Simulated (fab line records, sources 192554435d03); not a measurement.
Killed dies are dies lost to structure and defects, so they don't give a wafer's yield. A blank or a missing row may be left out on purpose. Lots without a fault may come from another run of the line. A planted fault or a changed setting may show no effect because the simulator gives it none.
A struck lot beside a sound one | flow n5_finfet | 17 steps out of a route of 1938
Sound: wafers L161.2, L161.4, L161.5. Struck: wafers L171.1, L171.4, L171.6. The cause comes at the end.
At each step with rows: each side's tool, then ch and its chambers, then its first start. Under that, the readings that differ: sound wafers | struck wafers | difference of the means | sigmas: that difference in standard deviations of wafers without a fault.
alike: readings whose means differ by less than 2 such deviations, and words and numbers that are the same on both sides. not compared: withheld readings, readings that some wafer has no value for, bounds like >300 that may hide the same value, and numbers for which the record gives no deviation and whose values overlap.
The two part at a step that has a row with sigmas, a row that says differs or no value, or rows on one side only. Numbers that don't overlap but have no deviation are shown without sigmas and don't part them. A reading that every wafer of one side lacks parts them only if that side has two wafers or more.

first, 1 step without rows for these wafers: N5_SD_EPI_P_STRIP_38 (strips in N2/H2).
N5_SD_EPI_P_ETCHBACK_46: etches SiNx in CH3F/O2, stops on SiO2, target depth 17.5 nm.
  sound on rie_diel-04 ch 1,2, day 3 05:25; struck on rie_diel-05 ch 0,2,3, day 5 16:39
  alike: drypump_motor_current_A, oes_product_au, rf_vpp_V, showerhead_plenum_p_Torr, throttle_valve_pct
  not compared: rf_hours_counter_h
N5_SD_EPI_P_ETCH_47: etches SiOCN in CH3F/O2, target depth 25 nm.
  sound on rie_diel-04 ch 1,2, day 3 05:31; struck on rie_diel-05 ch 0,3, day 5 16:45
  alike: drypump_motor_current_A, oes_product_au, rf_vpp_V, showerhead_plenum_p_Torr, throttle_valve_pct
  not compared: rf_hours_counter_h
N5_SD_EPI_P_ETCH_16: etches SiO2 in CHF3/O2, target depth 5 nm.
  sound on rie_diel-04 ch 1,2, day 3 05:37; struck on rie_diel-05 ch 0,3, day 5 16:51
  alike: drypump_motor_current_A, oes_product_au, rf_vpp_V, showerhead_plenum_p_Torr, throttle_valve_pct
  not compared: rf_hours_counter_h
then, 1 step without rows for these wafers: N5_SD_EPI_P_STRIP_50 (strips in CHF3/O2).
N5_SD_EPI_P_SD_RECESS_17: chemistry HBr/Cl2/O2, target depth 39.1 nm, bt time 3 s.
  sound on rie_si-03 ch 2,3, day 3 05:42; struck on rie_si-05 ch 2,3, day 5 16:55
  alike: drypump_motor_current_A, oes_product_au, throttle_valve_pct
  not compared: rf_hours_counter_h
then, 1 step without rows for these wafers: N5_SD_EPI_P_WET_ETCH_45 (etches SiO2 in dHF, time 10.7 s, target depth 2 nm, rinse time 30 s).
N5_SD_EPI_P_STRIP_40: strips in N2/H2.
  sound on plasma_asher-01 ch 0,1, day 3 05:50; struck on plasma_asher-02 ch 0,1, day 5 17:04
  alike: drypump_motor_current_A, h2_flow_sccm, heater_power_w, n2_flow_sccm, oes_product_au
  not compared: rf_hours_counter_h
then, 4 steps without rows for these wafers: N5_SD_EPI_P_PRECLEAN_52 (cleans in O3/DIW, time 60 s); N5_SD_EPI_P_SRD_20 (time 30 s); N5_SD_EPI_P_PRECLEAN_51 (cleans in NF3:NH3, afs cycles 1, time 20 s, sublimation time 60 s); N5_SD_EPI_P_VAPOR_ETCH_44 (etches SiGe30 in NF3/Ar, time 3.3 s).
N5_SD_EPI_P_EPI_21: deposits SiGe:B, time 355 s.
  sound on epi_rpcvd-01 ch 0, day 3 06:43; struck on epi_rpcvd-01 ch 0, day 5 17:35
N5_SD_EPI_P_EPI_MEAS_23:
  sound on film_metro-02, day 3 08:33; struck on film_metro-02, day 5 19:47
  reading     | sound          | struck         | difference | sigmas
  thk_nm (nm) | 62.5 61.5 62.5 | 48.0 49.3 49.2 | -13.3      | -10
then, 1 step without rows for these wafers: N5_SD_EPI_P_HM_STRIP_48 (strips SiNx in H3PO4, material SiNx, target depth 3 nm).
-- the record jumps here: 5 days lie between the struck wafers' starts before and after (it left off in module SD_EPI_P and takes up again in module BEOL_M4, whose first step shown is number 1111 of the route) --
N5_BEOL_M4_RC_MEAS_101:
  sound on prober-02 ch 0, day 8 08:02; struck on prober-01 ch 0, day 10 16:18
  alike: DIBL_N, DIBL_P, IOFF_N, IOFF_P, ION_N, ION_P, SS_N, SS_P, VT_N, VT_P
-- the record jumps here: 4 days lie between the struck wafers' starts before and after (it left off in module BEOL_M4 and takes up again in module PASSIVATION, whose first step shown is number 1936 of the route) --
N5_PASSIVATION_PROBE_49:
  sound on prober-02, day 13 00:20; struck on prober-01, day 14 21:52
  reading         | sound  | struck | difference | sigmas
  killed_at_other | 12 3 6 | 1 1 0  | -6         | -2
  alike: defect_limited_yield, killed_at_M0_to_M3, killed_at_M4_up, killed_at_contacts, killed_at_front_end, killed_dies, killed_on_rim, killed_open, killed_short, sort_bin_5_function, sort_bin_6_memory, sort_bin_8_speed, sort_n_pass, sort_yield_pct

WHERE THEY PART
First at N5_SD_EPI_P_EPI_MEAS_23; last, within this record, at N5_PASSIVATION_PROBE_49.

WHY: what the simulator had put in
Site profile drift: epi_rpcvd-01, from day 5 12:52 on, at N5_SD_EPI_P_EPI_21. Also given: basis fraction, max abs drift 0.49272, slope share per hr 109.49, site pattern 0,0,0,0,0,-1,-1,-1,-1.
